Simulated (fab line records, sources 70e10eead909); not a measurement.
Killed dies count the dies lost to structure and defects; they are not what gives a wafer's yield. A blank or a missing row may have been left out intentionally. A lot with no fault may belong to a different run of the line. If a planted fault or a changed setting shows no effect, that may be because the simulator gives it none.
The tool behind it: which one? :: flow nand harc :: 24 lots with 72 wafers sampled at 5 steps, on a route of 1302 steps

## WHAT THE GAUGES SHOWED, per wafer
NHARC_P_GATE_CD_MEAS_33. Usual: cd nm 120.1 nm, standard deviation 1.9.
lot: L074
measured: day 5 01:52
on: cd sem-03
cd nm (nm): 122.2 121.5 121.2
flag: 

lot: L075
measured: day 5 10:27
on: cd sem-02
cd nm (nm): 120.8 119.7 121.5
flag: 

lot: L076
measured: day 5 23:11
on: cd sem-02
cd nm (nm): 118.4 119.0 118.8
flag: 

lot: L077
measured: day 6 14:04
on: cd sem-03
cd nm (nm): 119.8 120.5 118.0
flag: 

lot: L078
measured: day 6 14:35
on: cd sem-02
cd nm (nm): 117.6 120.9 117.6
flag: 

lot: L079
measured: day 6 23:46
on: cd sem-01
cd nm (nm): 117.5 120.0 118.6
flag: 

lot: L080
measured: day 7 16:04
on: cd sem-02
cd nm (nm): 118.9 121.6 121.0
flag: 

lot: L081
measured: day 7 21:16
on: cd sem-02
cd nm (nm): 120.5 121.3 118.5
flag: 

lot: L082
measured: day 8 16:07
on: cd sem-03
cd nm (nm): 118.6 117.9 119.7
flag: 

lot: L083
measured: day 8 20:39
on: cd sem-02
cd nm (nm): 119.2 117.9 122.9
flag: 

lot: L084
measured: day 9 03:13
on: cd sem-03
cd nm (nm): 122.6 120.6 118.6
flag: 

lot: L085
measured: day 9 14:44
on: cd sem-03
cd nm (nm): 121.1 121.0 120.3
flag: 

lot: L086
measured: day 9 20:31
on: cd sem-03
cd nm (nm): 119.5 122.8 120.0
flag: 

lot: L087
measured: day 10 07:57
on: cd sem-01
cd nm (nm): 119.1 118.6 117.4
flag: 

lot: L088
measured: day 11 04:17
on: cd sem-02
cd nm (nm): 120.2 120.6 120.3
flag: 

lot: L089
measured: day 11 04:13
on: cd sem-03
cd nm (nm): 117.8 124.1 119.7
flag: 

lot: L090
measured: day 11 17:02
on: cd sem-03
cd nm (nm): 120.9 121.3 120.0
flag: 

lot: L091
measured: day 11 22:42
on: cd sem-02
cd nm (nm): 120.2 121.8 119.9
flag: 

lot: L092
measured: day 12 16:44
on: cd sem-01
cd nm (nm): 123.2 122.4 122.1
flag: 

lot: L093
measured: day 12 21:22
on: cd sem-02
cd nm (nm): 120.3 118.9 120.0
flag: 

lot: L094
measured: day 13 08:36
on: cd sem-02
cd nm (nm): 122.4 121.0 120.4
flag: 

lot: L095
measured: day 13 14:39
on: cd sem-02
cd nm (nm): 118.4 117.5 122.1
flag: 

lot: L096
measured: day 14 05:02
on: cd sem-02
cd nm (nm): 118.8 121.6 121.3
flag: 

lot: L097
measured: day 14 19:14
on: cd sem-01
cd nm (nm): 117.6 120.3 122.2
flag: 

NHARC_P_M0_CD_MEAS_09: the cd target is 90 nm. Usual: cd nm 90.0 nm, standard deviation 0.56.
lot: L074
measured: day 6 00:58
on: cd sem-03
cd nm (nm): 89.1 89.8 90.0
flag: 

lot: L075
measured: day 6 09:33
on: cd sem-02
cd nm (nm): 89.7 89.4 89.5
flag: 

lot: L076
measured: day 6 22:23
on: cd sem-02
cd nm (nm): 89.2 89.2 89.6
flag: 

lot: L077
measured: day 7 13:32
on: cd sem-01
cd nm (nm): 90.7 90.0 90.2
flag: 

lot: L078
measured: day 7 13:50
on: cd sem-02
cd nm (nm): 90.9 90.5 90.5
flag: 

lot: L079
measured: day 7 23:15
on: cd sem-03
cd nm (nm): 90.4 89.6 89.5
flag: 

lot: L080
measured: day 8 15:25
on: cd sem-02
cd nm (nm): 91.2 91.3 90.8
flag: 

lot: L081
measured: day 8 20:29
on: cd sem-02
cd nm (nm): 89.4 90.0 89.8
flag: 

lot: L082
measured: day 9 15:49
on: cd sem-03
cd nm (nm): 90.8 90.4 91.0
flag: 

lot: L083
measured: day 9 22:25
on: cd sem-02
cd nm (nm): 89.7 89.6 89.4
flag: 

lot: L084
measured: day 10 02:16
on: cd sem-03
cd nm (nm): 90.8 90.1 90.3
flag: 

lot: L085
measured: day 10 14:56
on: cd sem-03
cd nm (nm): 90.2 90.0 89.5
flag: 

lot: L086
measured: day 10 20:50
on: cd sem-01
cd nm (nm): 90.4 90.5 90.2
flag: 

lot: L087
measured: day 11 06:58
on: cd sem-03
cd nm (nm): 90.3 90.5 90.9
flag: 

lot: L088
measured: day 12 04:34
on: cd sem-03
cd nm (nm): 90.7 90.1 90.2
flag: 

lot: L089
measured: day 12 03:48
on: cd sem-02
cd nm (nm): 90.2 90.2 89.8
flag: 

lot: L090
measured: day 12 18:17
on: cd sem-01
cd nm (nm): 89.1 89.9 89.3
flag: 

lot: L091
measured: day 12 22:04
on: cd sem-03
cd nm (nm): 89.9 89.3 89.9
flag: 

lot: L092
measured: day 13 18:08
on: cd sem-02
cd nm (nm): 90.0 89.6 89.9
flag: 

lot: L093
measured: day 13 22:29
on: cd sem-03
cd nm (nm): 89.8 89.7 89.5
flag: 

lot: L094
measured: day 14 12:02
on: cd sem-03
cd nm (nm): 90.1 90.6 90.3
flag: 

lot: L095
measured: day 14 13:46
on: cd sem-01
cd nm (nm): 89.9 89.6 90.3
flag: 

lot: L096
measured: day 15 06:17
on: cd sem-01
cd nm (nm): 90.3 89.8 90.1
flag: 

lot: L097
measured: day 15 23:25
on: cd sem-01
cd nm (nm): 88.7 89.1 88.6
flag: 

## WHAT TOOL EACH LOT RAN ON (gives the tool, then ch and the chambers of the sampled wafers, and finally the start)
lot: L074
NHARC_P_ZERO_WELL_DESCUM_13: rie diel-04 ch 1,2,3, day 1 21:23
NHARC_P_ZERO_WELL_ETCH_65: rie diel-04 ch 0,2,3, day 1 21:28
NHARC_P_GATE_ETCH_32: rie si-02 ch 0,1,2, day 5 01:30

lot: L075
NHARC_P_ZERO_WELL_DESCUM_13: rie diel-04 ch 0,1,2, day 2 07:17
NHARC_P_ZERO_WELL_ETCH_65: rie diel-04 ch 1,3, day 2 07:22
NHARC_P_GATE_ETCH_32: rie si-04 ch 0,3, day 5 10:07

lot: L076
NHARC_P_ZERO_WELL_DESCUM_13: rie diel-04 ch 2,3, day 2 17:25
NHARC_P_ZERO_WELL_ETCH_65: rie diel-04 ch 0,3, day 2 17:29
NHARC_P_GATE_ETCH_32: rie si-01 ch 1,2, day 5 22:50

lot: L077
NHARC_P_ZERO_WELL_DESCUM_13: rie diel-03 ch 1,2,3, day 3 03:25
NHARC_P_ZERO_WELL_ETCH_65: rie diel-03 ch 0,1, day 3 03:29
NHARC_P_GATE_ETCH_32: rie si-04 ch 0,2,3, day 6 13:43

lot: L078
NHARC_P_ZERO_WELL_DESCUM_13: rie diel-03 ch 0,2,3, day 3 13:34
NHARC_P_ZERO_WELL_ETCH_65: rie diel-03 ch 0,2,3, day 3 13:39
NHARC_P_GATE_ETCH_32: rie si-02 ch 1,2, day 6 14:15

lot: L079
NHARC_P_ZERO_WELL_DESCUM_13: rie diel-03 ch 0,3, day 3 23:23
NHARC_P_ZERO_WELL_ETCH_65: rie diel-03 ch 0,1, day 3 23:29
NHARC_P_GATE_ETCH_32: rie si-01 ch 2,3, day 6 23:25

lot: L080
NHARC_P_ZERO_WELL_DESCUM_13: rie diel-10 ch 0,2,3, day 4 09:18
NHARC_P_ZERO_WELL_ETCH_65: rie diel-10 ch 1,2, day 4 09:23
NHARC_P_GATE_ETCH_32: rie si-04 ch 0,3, day 7 15:44

lot: L081
NHARC_P_ZERO_WELL_DESCUM_13: rie diel-10 ch 0,1,2, day 4 19:25
NHARC_P_ZERO_WELL_ETCH_65: rie diel-10 ch 0,2, day 4 19:31
NHARC_P_GATE_ETCH_32: rie si-04 ch 0,1,3, day 7 20:56

lot: L082
NHARC_P_ZERO_WELL_DESCUM_13: rie diel-03 ch 0,1,3, day 5 05:25
NHARC_P_ZERO_WELL_ETCH_65: rie diel-03 ch 0,1,2, day 5 05:30
NHARC_P_GATE_ETCH_32: rie si-01 ch 0,2, day 8 15:47

lot: L083
NHARC_P_ZERO_WELL_DESCUM_13: rie diel-04 ch 0,1,2, day 5 15:16
NHARC_P_ZERO_WELL_ETCH_65: rie diel-04 ch 0,1,2, day 5 15:21
NHARC_P_GATE_ETCH_32: rie si-02 ch 0,1,3, day 8 20:20

lot: L084
NHARC_P_ZERO_WELL_DESCUM_13: rie diel-03 ch 0,1, day 6 01:25
NHARC_P_ZERO_WELL_ETCH_65: rie diel-03 ch 0,1,2, day 6 01:30
NHARC_P_GATE_ETCH_32: rie si-02 ch 2,3, day 9 02:53

lot: L085
NHARC_P_ZERO_WELL_DESCUM_13: rie diel-04 ch 1,2, day 6 11:16
NHARC_P_ZERO_WELL_ETCH_65: rie diel-04 ch 2,3, day 6 11:21
NHARC_P_GATE_ETCH_32: rie si-01 ch 0,1, day 9 14:24

lot: L086
NHARC_P_ZERO_WELL_DESCUM_13: rie diel-04 ch 1,3, day 6 21:17
NHARC_P_ZERO_WELL_ETCH_65: rie diel-04 ch 0,2, day 6 21:23
NHARC_P_GATE_ETCH_32: rie si-04 ch 0,1,2, day 9 20:13

lot: L087
NHARC_P_ZERO_WELL_DESCUM_13: rie diel-04 ch 1,2,3, day 7 07:23
NHARC_P_ZERO_WELL_ETCH_65: rie diel-04 ch 1,2,3, day 7 07:28
NHARC_P_GATE_ETCH_32: rie si-01 ch 0,1,3, day 10 07:37

lot: L088
NHARC_P_ZERO_WELL_DESCUM_13: rie diel-10 ch 0,1,3, day 7 17:16
NHARC_P_ZERO_WELL_ETCH_65: rie diel-10 ch 0,1,3, day 7 17:22
NHARC_P_GATE_ETCH_32: rie si-04 ch 0,1,2, day 11 03:58

lot: L089
NHARC_P_ZERO_WELL_DESCUM_13: rie diel-10 ch 0,1, day 8 03:24
NHARC_P_ZERO_WELL_ETCH_65: rie diel-10 ch 0,1,2, day 8 03:29
NHARC_P_GATE_ETCH_32: rie si-02 ch 0,3, day 11 03:51

lot: L090
NHARC_P_ZERO_WELL_DESCUM_13: rie diel-03 ch 0,1,3, day 8 13:26
NHARC_P_ZERO_WELL_ETCH_65: rie diel-03 ch 1,3, day 8 13:34
NHARC_P_GATE_ETCH_32: rie si-04 ch 2,3, day 11 16:42

lot: L091
NHARC_P_ZERO_WELL_DESCUM_13: rie diel-03 ch 1,2,3, day 8 23:29
NHARC_P_ZERO_WELL_ETCH_65: rie diel-03 ch 1,2, day 8 23:34
NHARC_P_GATE_ETCH_32: rie si-01 ch 0,1,3, day 11 22:23

lot: L092
NHARC_P_ZERO_WELL_DESCUM_13: rie diel-04 ch 0,3, day 9 09:24
NHARC_P_ZERO_WELL_ETCH_65: rie diel-04 ch 0,1,2, day 9 09:29
NHARC_P_GATE_ETCH_32: rie si-01 ch 1,3, day 12 16:23

lot: L093
NHARC_P_ZERO_WELL_DESCUM_13: rie diel-03 ch 0,3, day 9 19:39
NHARC_P_ZERO_WELL_ETCH_65: rie diel-03 ch 0,2, day 9 20:34
NHARC_P_GATE_ETCH_32: rie si-01 ch 0,2, day 12 21:02

lot: L094
NHARC_P_ZERO_WELL_DESCUM_13: rie diel-10 ch 0,2,3, day 10 06:15
NHARC_P_ZERO_WELL_ETCH_65: rie diel-10 ch 0,1,3, day 10 06:26
NHARC_P_GATE_ETCH_32: rie si-04 ch 1,2,3, day 13 08:16

lot: L095
NHARC_P_ZERO_WELL_DESCUM_13: rie diel-04 ch 0,1,3, day 10 15:17
NHARC_P_ZERO_WELL_ETCH_65: rie diel-04 ch 0,1, day 10 15:22
NHARC_P_GATE_ETCH_32: rie si-02 ch 0,1,2, day 13 14:19

lot: L096
NHARC_P_ZERO_WELL_DESCUM_13: rie diel-04 ch 1,2, day 11 01:25
NHARC_P_ZERO_WELL_ETCH_65: rie diel-04 ch 0,1, day 11 01:29
NHARC_P_GATE_ETCH_32: rie si-02 ch 0,2,3, day 14 04:44

lot: L097
NHARC_P_ZERO_WELL_DESCUM_13: rie diel-10 ch 0,1,3, day 11 11:38
NHARC_P_ZERO_WELL_ETCH_65: rie diel-10 ch 0,1,3, day 11 11:53
NHARC_P_GATE_ETCH_32: rie si-04 ch 1,2,3, day 14 18:53
- NHARC_P_ZERO_WELL_DESCUM_13: chemistry O2, time 3 s.
- NHARC_P_ZERO_WELL_ETCH_65: etches the open film in N2/H2, target depth 80 nm, overetch 24 nm, time 87.88 s.
- NHARC_P_GATE_ETCH_32: etches the open film in HBr/Cl2, target depth 150 nm, time 100.1 s.

## AS READ BY THE TOOLS THEMSELVES (means over the sampled wafers that have a number; for cases with no such wafer, the mark the record gives instead)
NHARC_P_ZERO_WELL_DESCUM_13. Usual: drypump motor current A 5.9 A, standard deviation 0.45; oes product au 0.999 a.u., standard deviation 0.0072; rf vpp V 57.6 V, standard deviation 0.86; showerhead plenum p Torr 1.89 Torr, standard deviation 0.083; throttle valve pct 11.312 %, standard deviation 0.0097.
lot: L074
tool: rie diel-04
drypump motor current A (A): 6.0
oes product au (a.u.): 0.995
rf vpp V (V): 57.8
showerhead plenum p Torr (Torr): 1.88
throttle valve pct (%): 11.313
flag: 

lot: L075
tool: rie diel-04
drypump motor current A (A): 5.9
oes product au (a.u.): 0.999
rf vpp V (V): 57.3
showerhead plenum p Torr (Torr): 1.90
throttle valve pct (%): 11.308
flag: 

lot: L076
tool: rie diel-04
drypump motor current A (A): 5.8
oes product au (a.u.): 1.000
rf vpp V (V): 57.5
showerhead plenum p Torr (Torr): 1.84
throttle valve pct (%): 11.317
flag: 

lot: L077
tool: rie diel-03
drypump motor current A (A): 6.0
oes product au (a.u.): 0.999
rf vpp V (V): 57.6
showerhead plenum p Torr (Torr): 1.93
throttle valve pct (%): 11.311
flag: 

lot: L078
tool: rie diel-03
drypump motor current A (A): 6.4
oes product au (a.u.): 0.996
rf vpp V (V): 57.6
showerhead plenum p Torr (Torr): 1.93
throttle valve pct (%): 11.312
flag: 

lot: L079
tool: rie diel-03
drypump motor current A (A): 6.1
oes product au (a.u.): 0.999
rf vpp V (V): 57.4
showerhead plenum p Torr (Torr): 1.86
throttle valve pct (%): 11.309
flag: 

lot: L080
tool: rie diel-10
drypump motor current A (A): 5.8
oes product au (a.u.): 0.996
rf vpp V (V): 57.3
showerhead plenum p Torr (Torr): 1.93
throttle valve pct (%): 11.313
flag: 

lot: L081
tool: rie diel-10
drypump motor current A (A): 6.0
oes product au (a.u.): 1.002
rf vpp V (V): 57.6
showerhead plenum p Torr (Torr): 1.96
throttle valve pct (%): 11.312
flag: 

lot: L082
tool: rie diel-03
drypump motor current A (A): 5.8
oes product au (a.u.): 0.993
rf vpp V (V): 57.6
showerhead plenum p Torr (Torr): 1.86
throttle valve pct (%): 11.315
flag: 

lot: L083
tool: rie diel-04
drypump motor current A (A): 5.9
oes product au (a.u.): 1.001
rf vpp V (V): 57.2
showerhead plenum p Torr (Torr): 1.89
throttle valve pct (%): 11.308
flag: 

lot: L084
tool: rie diel-03
drypump motor current A (A): 5.5
oes product au (a.u.): 1.002
rf vpp V (V): 57.6
showerhead plenum p Torr (Torr): 1.78
throttle valve pct (%): 11.316
flag: 

lot: L085
tool: rie diel-04
drypump motor current A (A): 6.1
oes product au (a.u.): 1.001
rf vpp V (V): 58.3
showerhead plenum p Torr (Torr): 1.87
throttle valve pct (%): 11.314
flag: 

lot: L086
tool: rie diel-04
drypump motor current A (A): 6.2
oes product au (a.u.): 1.000
rf vpp V (V): 58.0
showerhead plenum p Torr (Torr): 1.90
throttle valve pct (%): 11.318
flag: 

lot: L087
tool: rie diel-04
drypump motor current A (A): 6.0
oes product au (a.u.): 1.001
rf vpp V (V): 56.4
showerhead plenum p Torr (Torr): 1.87
throttle valve pct (%): 11.307
flag: 

lot: L088
tool: rie diel-10
drypump motor current A (A): 5.7
oes product au (a.u.): 0.999
rf vpp V (V): 58.5
showerhead plenum p Torr (Torr): 1.99
throttle valve pct (%): 11.312
flag: 

lot: L089
tool: rie diel-10
drypump motor current A (A): 5.9
oes product au (a.u.): 1.001
rf vpp V (V): 57.6
showerhead plenum p Torr (Torr): 1.98
throttle valve pct (%): 11.311
flag: 

lot: L090
tool: rie diel-03
drypump motor current A (A): 5.8
oes product au (a.u.): 0.995
rf vpp V (V): 57.6
showerhead plenum p Torr (Torr): 1.85
throttle valve pct (%): 11.310
flag: 

lot: L091
tool: rie diel-03
drypump motor current A (A): 6.0
oes product au (a.u.): 1.009
rf vpp V (V): 58.0
showerhead plenum p Torr (Torr): 1.92
throttle valve pct (%): 11.313
flag: 

lot: L092
tool: rie diel-04
drypump motor current A (A): 5.5
oes product au (a.u.): 1.011
rf vpp V (V): 57.5
showerhead plenum p Torr (Torr): 1.87
throttle valve pct (%): 11.307
flag: 

lot: L093
tool: rie diel-03
drypump motor current A (A): 6.1
oes product au (a.u.): 0.991
rf vpp V (V): 57.5
showerhead plenum p Torr (Torr): 1.92
throttle valve pct (%): 11.311
flag: 

lot: L094
tool: rie diel-10
drypump motor current A (A): 5.9
oes product au (a.u.): 1.001
rf vpp V (V): 57.9
showerhead plenum p Torr (Torr): 1.91
throttle valve pct (%): 11.299
flag: 

lot: L095
tool: rie diel-04
drypump motor current A (A): 5.8
oes product au (a.u.): 1.000
rf vpp V (V): 57.7
showerhead plenum p Torr (Torr): 1.88
throttle valve pct (%): 11.314
flag: 

lot: L096
tool: rie diel-04
drypump motor current A (A): 6.1
oes product au (a.u.): 1.013
rf vpp V (V): 58.0
showerhead plenum p Torr (Torr): 1.86
throttle valve pct (%): 11.314
flag: 

lot: L097
tool: rie diel-10
drypump motor current A (A): 5.7
oes product au (a.u.): 0.999
rf vpp V (V): 58.7
showerhead plenum p Torr (Torr): 1.98
throttle valve pct (%): 11.315
flag: 

NHARC_P_ZERO_WELL_ETCH_65. Usual: drypump motor current A 5.9 A, standard deviation 0.46; oes product au 0.999 a.u., standard deviation 0.0078; rf vpp V 430.2 V, standard deviation 2.6; showerhead plenum p Torr 2.02 Torr, standard deviation 0.094; throttle valve pct 14.171 %, standard deviation 0.0092.
lot: L074
tool: rie diel-04
drypump motor current A (A): 5.7
oes product au (a.u.): 1.005
rf vpp V (V): 429.5
showerhead plenum p Torr (Torr): 1.99
throttle valve pct (%): 14.168
flag: 

lot: L075
tool: rie diel-04
drypump motor current A (A): 6.2
oes product au (a.u.): 0.997
rf vpp V (V): 430.6
showerhead plenum p Torr (Torr): 2.03
throttle valve pct (%): 14.170
flag: 

lot: L076
tool: rie diel-04
drypump motor current A (A): 5.5
oes product au (a.u.): 0.994
rf vpp V (V): 428.5
showerhead plenum p Torr (Torr): 2.00
throttle valve pct (%): 14.173
flag: 

lot: L077
tool: rie diel-03
drypump motor current A (A): 5.5
oes product au (a.u.): 0.991
rf vpp V (V): 426.2
showerhead plenum p Torr (Torr): 1.90
throttle valve pct (%): 14.170
flag: 

lot: L078
tool: rie diel-03
drypump motor current A (A): 6.3
oes product au (a.u.): 0.994
rf vpp V (V): 431.3
showerhead plenum p Torr (Torr): 2.06
throttle valve pct (%): 14.172
flag: 

lot: L079
tool: rie diel-03
drypump motor current A (A): 5.5
oes product au (a.u.): 0.991
rf vpp V (V): 427.1
showerhead plenum p Torr (Torr): 1.90
throttle valve pct (%): 14.177
flag: 

lot: L080
tool: rie diel-10
drypump motor current A (A): 6.0
oes product au (a.u.): 1.004
rf vpp V (V): 433.0
showerhead plenum p Torr (Torr): 2.14
throttle valve pct (%): 14.166
flag: 

lot: L081
tool: rie diel-10
drypump motor current A (A): 6.0
oes product au (a.u.): 0.998
rf vpp V (V): 430.9
showerhead plenum p Torr (Torr): 2.05
throttle valve pct (%): 14.165
flag: 

lot: L082
tool: rie diel-03
drypump motor current A (A): 6.1
oes product au (a.u.): 0.995
rf vpp V (V): 429.1
showerhead plenum p Torr (Torr): 1.97
throttle valve pct (%): 14.164
flag: 

lot: L083
tool: rie diel-04
drypump motor current A (A): 5.9
oes product au (a.u.): 0.996
rf vpp V (V): 429.9
showerhead plenum p Torr (Torr): 2.01
throttle valve pct (%): 14.177
flag: 

lot: L084
tool: rie diel-03
drypump motor current A (A): 6.0
oes product au (a.u.): 1.002
rf vpp V (V): 428.4
showerhead plenum p Torr (Torr): 1.97
throttle valve pct (%): 14.181
flag: 

lot: L085
tool: rie diel-04
drypump motor current A (A): 5.8
oes product au (a.u.): 0.997
rf vpp V (V): 428.2
showerhead plenum p Torr (Torr): 1.95
throttle valve pct (%): 14.165
flag: 

lot: L086
tool: rie diel-04
drypump motor current A (A): 5.8
oes product au (a.u.): 0.999
rf vpp V (V): 428.7
showerhead plenum p Torr (Torr): 1.98
throttle valve pct (%): 14.180
flag: 

lot: L087
tool: rie diel-04
drypump motor current A (A): 6.0
oes product au (a.u.): 1.001
rf vpp V (V): 429.2
showerhead plenum p Torr (Torr): 1.99
throttle valve pct (%): 14.159
flag: 

lot: L088
tool: rie diel-10
drypump motor current A (A): 5.7
oes product au (a.u.): 0.998
rf vpp V (V): 432.7
showerhead plenum p Torr (Torr): 2.12
throttle valve pct (%): 14.171
flag: 

lot: L089
tool: rie diel-10
drypump motor current A (A): 6.0
oes product au (a.u.): 1.007
rf vpp V (V): 432.0
showerhead plenum p Torr (Torr): 2.08
throttle valve pct (%): 14.168
flag: 

lot: L090
tool: rie diel-03
drypump motor current A (A): 5.5
oes product au (a.u.): 1.006
rf vpp V (V): 428.4
showerhead plenum p Torr (Torr): 1.97
throttle valve pct (%): 14.172
flag: 

lot: L091
tool: rie diel-03
drypump motor current A (A): 6.3
oes product au (a.u.): 1.001
rf vpp V (V): 430.2
showerhead plenum p Torr (Torr): 2.04
throttle valve pct (%): 14.161
flag: 

lot: L092
tool: rie diel-04
drypump motor current A (A): 5.9
oes product au (a.u.): 1.008
rf vpp V (V): 430.5
showerhead plenum p Torr (Torr): 2.00
throttle valve pct (%): 14.175
flag: 

lot: L093
tool: rie diel-03
drypump motor current A (A): 6.6
oes product au (a.u.): 0.996
rf vpp V (V): 430.3
showerhead plenum p Torr (Torr): 2.03
throttle valve pct (%): 14.169
flag: 

lot: L094
tool: rie diel-10
drypump motor current A (A): 5.7
oes product au (a.u.): 1.007
rf vpp V (V): 432.3
showerhead plenum p Torr (Torr): 2.11
throttle valve pct (%): 14.169
flag: 

lot: L095
tool: rie diel-04
drypump motor current A (A): 6.1
oes product au (a.u.): 1.005
rf vpp V (V): 430.5
showerhead plenum p Torr (Torr): 2.04
throttle valve pct (%): 14.178
flag: 

lot: L096
tool: rie diel-04
drypump motor current A (A): 5.7
oes product au (a.u.): 1.002
rf vpp V (V): 429.9
showerhead plenum p Torr (Torr): 2.02
throttle valve pct (%): 14.166
flag: 

lot: L097
tool: rie diel-10
drypump motor current A (A): 5.7
oes product au (a.u.): 1.001
rf vpp V (V): 431.8
showerhead plenum p Torr (Torr): 2.11
throttle valve pct (%): 14.171
flag: 

NHARC_P_GATE_ETCH_32. Usual: drypump motor current A 6.0 A, standard deviation 0.46; oes product au 1.001 a.u., standard deviation 0.0073; throttle valve pct 26.406 %, standard deviation 0.0094.
lot: L074
tool: rie si-02
drypump motor current A (A): 6.0
oes product au (a.u.): 1.008
throttle valve pct (%): 26.398
flag: 

lot: L075
tool: rie si-04
drypump motor current A (A): 6.2
oes product au (a.u.): 1.001
throttle valve pct (%): 26.412
flag: 

lot: L076
tool: rie si-01
drypump motor current A (A): 5.8
oes product au (a.u.): 1.003
throttle valve pct (%): 26.417
flag: 

lot: L077
tool: rie si-04
drypump motor current A (A): 6.1
oes product au (a.u.): 0.998
throttle valve pct (%): 26.419
flag: 

lot: L078
tool: rie si-02
drypump motor current A (A): 5.8
oes product au (a.u.): 1.014
throttle valve pct (%): 26.410
flag: 

lot: L079
tool: rie si-01
drypump motor current A (A): 6.0
oes product au (a.u.): 0.999
throttle valve pct (%): 26.403
flag: 

lot: L080
tool: rie si-04
drypump motor current A (A): 6.1
oes product au (a.u.): 1.002
throttle valve pct (%): 26.403
flag: 

lot: L081
tool: rie si-04
drypump motor current A (A): 6.3
oes product au (a.u.): 1.004
throttle valve pct (%): 26.400
flag: 

lot: L082
tool: rie si-01
drypump motor current A (A): 5.8
oes product au (a.u.): 0.999
throttle valve pct (%): 26.410
flag: 

lot: L083
tool: rie si-02
drypump motor current A (A): 6.3
oes product au (a.u.): 1.006
throttle valve pct (%): 26.401
flag: 

lot: L084
tool: rie si-02
drypump motor current A (A): 6.3
oes product au (a.u.): 1.000
throttle valve pct (%): 26.405
flag: 

lot: L085
tool: rie si-01
drypump motor current A (A): 5.3
oes product au (a.u.): 1.001
throttle valve pct (%): 26.406
flag: 

lot: L086
tool: rie si-04
drypump motor current A (A): 6.1
oes product au (a.u.): 0.998
throttle valve pct (%): 26.401
flag: 

lot: L087
tool: rie si-01
drypump motor current A (A): 5.4
oes product au (a.u.): 0.996
throttle valve pct (%): 26.407
flag: 

lot: L088
tool: rie si-04
drypump motor current A (A): 6.1
oes product au (a.u.): 0.997
throttle valve pct (%): 26.410
flag: 

lot: L089
tool: rie si-02
drypump motor current A (A): 6.4
oes product au (a.u.): 1.001
throttle valve pct (%): 26.402
flag: 

lot: L090
tool: rie si-04
drypump motor current A (A): 6.3
oes product au (a.u.): 1.000
throttle valve pct (%): 26.403
flag: 

lot: L091
tool: rie si-01
drypump motor current A (A): 5.4
oes product au (a.u.): 1.007
throttle valve pct (%): 26.408
flag: 

lot: L092
tool: rie si-01
drypump motor current A (A): 5.7
oes product au (a.u.): 0.995
throttle valve pct (%): 26.400
flag: 

lot: L093
tool: rie si-01
drypump motor current A (A): 5.8
oes product au (a.u.): 0.990
throttle valve pct (%): 26.407
flag: 

lot: L094
tool: rie si-04
drypump motor current A (A): 6.2
oes product au (a.u.): 1.003
throttle valve pct (%): 26.400
flag: 

lot: L095
tool: rie si-02
drypump motor current A (A): 6.0
oes product au (a.u.): 1.000
throttle valve pct (%): 26.412
flag: 

lot: L096
tool: rie si-02
drypump motor current A (A): 6.1
oes product au (a.u.): 0.999
throttle valve pct (%): 26.401
flag: 

lot: L097
tool: rie si-04
drypump motor current A (A): 6.2
oes product au (a.u.): 1.001
throttle valve pct (%): 26.408
flag: 

## THE ANSWER, worked out from the rows above alone
Rule: a lot is off if the mean of its wafers that have a number lies more than 3 standard deviations from the usual mean. A lot without any number at a reading at which 4 lots or more have one is off too. Any other lot the step has rows for is counted as sound. After the gauges, taken in route order, come the tools' own readings; for these a lot's mean is taken, as printed above. At the first step where some lot is off, the reading lying furthest off is the one used; lots without a number count as furthest.
Across all readings shown, no lot is off: no conclusion can be drawn from this.

## WHAT THE SIMULATOR HAD PUT IN
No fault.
